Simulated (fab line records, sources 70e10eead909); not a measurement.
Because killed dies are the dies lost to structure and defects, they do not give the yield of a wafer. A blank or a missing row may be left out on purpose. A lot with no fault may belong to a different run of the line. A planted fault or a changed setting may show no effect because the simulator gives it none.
A lot that was struck, set against a sound lot ; flow nand harc ; 12 out of 1302 route steps
Sound: the wafers L442.1, L442.4, L442.6. Wafers struck: L437.2, L437.3, L437.6. The cause is named last.
Order at every step that has rows: each side's tool, ch and its chambers, its first start. Under that, the readings that differ: sound wafers ; struck wafers ; difference of the means ; sigmas: that difference in standard deviations of wafers without a fault.
alike: words and numbers the same on both sides, and readings whose means are apart by under 2 such deviations; not compared: readings that were withheld, readings missing a value for some wafer, numbers with overlapping values and no deviation given by the record, and bounds like >300 which may hide the same value.
Wherever a step has rows on one side only, a row that says differs or no value, or a row with sigmas, the two part there. Non-overlapping numbers with no deviation appear without sigmas and do not part them. Lack of a reading on every wafer of one side parts them only where that side has two or more wafers.

first, 1 step without rows for these wafers: NHARC_A_SLIT_SRD_20.
NHARC_A_SLIT_CD_MEAS_21:
  sound on cd sem-03, day 27 10:50; struck on cd sem-01, day 25 10:41
  alike: cd nm
then, 3 steps without rows for these wafers: NHARC_A_SIN_REMOVE_WET_00 (chemistry H3PO4, time 15300 s); NHARC_A_SIN_REMOVE_PRECLEAN_01 (cleans in SC1); NHARC_A_SIN_REMOVE_SRD_02.
NHARC_A_SIN_REMOVE_INSPECT_04:
  sound on defect inspect-01, day 27 17:28; struck on defect inspect-01, day 25 17:17
  alike: raw defect count
NHARC_A_WL_FILL_ALD_00: deposits Al2O3, target thk 3 nm, pulse time 3 s, ald cycles 30.
  sound on ald hk-02 ch 0,1,3, day 27 17:35; struck on ald hk-03 ch 1,2,3, day 25 17:24
  alike: heater power w, precursor pulse height rel
NHARC_A_WL_FILL_RTA_01: time 5 s.
  sound on rtp anneal-01 ch 0, day 27 17:47; struck on rtp anneal-01 ch 0, day 25 17:38
  alike: lamp power pct, lamp_zone_6_pct, wafer_temp_C_max
NHARC_A_WL_FILL_ALD_02: deposits TiN, target thk 2 nm, pulse time 3 s, ald cycles 100.
  sound on ald metal-02 ch 1,2, day 27 18:00; struck on ald metal-03 ch 0,1,2, day 25 17:53
  alike: heater power w, precursor pulse height rel
NHARC_A_WL_FILL_CVD_03: deposits W, target thk 40 nm, time 279 s.
  sound on cvd w-01 ch 0,1, day 27 18:46; struck on cvd w-01 ch 0, day 25 18:15
  alike: heater power w, throttle valve pct
NHARC_A_WL_FILL_ETCHBACK_04: etches the open film in NF3, target depth 60 nm, time 120 s.
  sound on rie metal-03 ch 1, day 27 19:08; struck on rie metal-01 ch 0,1, day 25 18:37
  no value came back on the struck wafers for chamber pressure mTorr (mTorr), drypump motor current A (A), oes product au (a.u.); on the sound wafers chamber pressure mTorr (mTorr) reads 299.76 299.80 300.07
  not compared: rf hours counter h
NHARC_A_WL_FILL_ETCHBACK_05: etches the open film in Cl2/BCl3, target depth 22 nm, time 60 s.
  sound on rie metal-03 ch 1, day 27 19:23; struck on rie metal-01 ch 0,1, day 25 18:53
reading;sound;struck;difference;sigmas
drypump motor current A (A);5.88 5.88 5.88;6.38 6.38 6.24;+0.45;+2
  alike: chamber pressure mTorr, oes product au
  not compared: rf hours counter h

== WHERE THEY PART ==
Last at NHARC_A_WL_FILL_ETCHBACK_05 as far as this record goes, first at NHARC_A_WL_FILL_ETCHBACK_04.

WHY: what the simulator had put in
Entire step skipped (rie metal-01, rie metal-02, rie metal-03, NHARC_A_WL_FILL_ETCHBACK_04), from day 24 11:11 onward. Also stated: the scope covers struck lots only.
